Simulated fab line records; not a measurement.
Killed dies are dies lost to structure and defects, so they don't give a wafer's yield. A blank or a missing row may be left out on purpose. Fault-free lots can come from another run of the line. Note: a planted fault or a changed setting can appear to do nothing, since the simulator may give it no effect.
Matching of chambers | flow n5Finfet | 4 sister chambers for N5_BEOL_M0_SAQP_SPACER1_ALD_98 on aldSin-01
The step deposits SiO2, target thk 12.8 nm, pulse time 1 s, purge time 2 s. 8 wafers are shown with their chamber, then 7 later ones without.

== WAFERS WITH THEIR CHAMBER ==
wafer  | chamber | heaterPowerOuterW (W) | heaterPowerW (W)
L074.5 | 2       | 287                   | 542
L077.6 | 1       | 243                   | 417
L078.6 | 3       | 230                   | 414
L086.2 | 0       | 234                   | 418
L086.3 | 1       | 246                   | 399
L086.5 | 0       | 234                   | 424
L093.1 | 3       | 228                   | 418
L093.4 | 2       | 290                   | 533

== WAFERS WHOSE CHAMBER IS MISSING ==
wafer  | heaterPowerOuterW (W) | heaterPowerW (W)
L093.6 | 246                   | 409
L094.2 | 244                   | 428
L094.4 | 242                   | 415
L094.5 | 289                   | 530
L097.1 | 239                   | 420
L097.5 | 229                   | 418
L097.6 | 293                   | 524

== THE CHAMBER EACH PASSED THROUGH ==
wafer  | from the rows above     | in truth
L093.6 | 1                       | 1
L094.2 | 1                       | 1
L094.4 | 1                       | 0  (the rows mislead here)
L094.5 | 2                       | 2
L097.1 | can't be placed: 0 or 1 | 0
L097.5 | 3                       | 3
L097.6 | 2                       | 2
Correctly placed: 5 of 7. Cannot be placed on the basis of these rows: 1; the candidates contain the true chamber in 1. Wrongly placed: 1.
How it was worked out, from the rows above alone: a wafer's distance from a chamber is the root of the sum, over the readings, of the square of ((its reading less the chamber's mean) divided by the reading's scatter). If the next closest chamber is less than 2 further off than the closest, the wafer can't be placed; otherwise it belongs to the closest. For every chamber, the mean is computed from those of its wafers that are shown. The scatter: the root of (the sum of the squares of (reading less its chamber's mean) over the shown wafers, divided by (wafers less chambers)).
